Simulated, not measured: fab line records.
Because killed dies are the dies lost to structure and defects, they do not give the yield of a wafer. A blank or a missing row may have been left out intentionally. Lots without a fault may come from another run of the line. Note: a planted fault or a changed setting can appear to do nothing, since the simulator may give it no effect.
Matching of chambers	flow n5_finfet	3 sister chambers for N5_BEOL_M4_PECVD_72 on pecvd-03
The step deposits SiO2 from TEOS/O2, target thk 16 nm, time 18 s. 3 wafers are shown with their chamber, then 12 later ones without.

## EACH WAFER AND ITS CHAMBER
wafer	chamber	throttle_valve_pct (%)
L085.4	2	21.7
L086.2	1	23.0
L086.4	0	22.3

## WAFERS WITHOUT THEIR CHAMBER
wafer	throttle_valve_pct (%)
L087.2	23.3
L087.5	22.2
L087.6	23.0
L088.2	22.9
L088.3	22.4
L088.5	22.3
L094.2	21.7
L094.3	22.3
L094.4	21.7
L095.1	21.8
L095.3	23.1
L095.4	22.2

## CHAMBER TAKEN BY EACH
wafer	from the rows above	in truth
L087.2	1	1
L087.5	0	0
L087.6	1	1
L088.2	1	1
L088.3	0	0
L088.5	0	0
L094.2	2	2
L094.3	0	0
L094.4	2	2
L095.1	2	2
L095.3	1	1
L095.4	0	0
12 of 12 placed correctly. Can't be placed from these rows: 0. 0 placed wrongly.
How it was worked out, from the rows above alone: a wafer's distance from a chamber is the root of the sum, over the readings, of the square of ((its reading less the chamber's mean) divided by the reading's scatter). If the next closest chamber is less than 2 further off than the closest, the wafer can't be placed; otherwise it belongs to the closest. For every chamber, the mean is computed from those of its wafers that are shown. The scatter (one wafer shown for each chamber): square how far every hidden wafer sits from the nearest shown wafer, average those squares and take the square root.
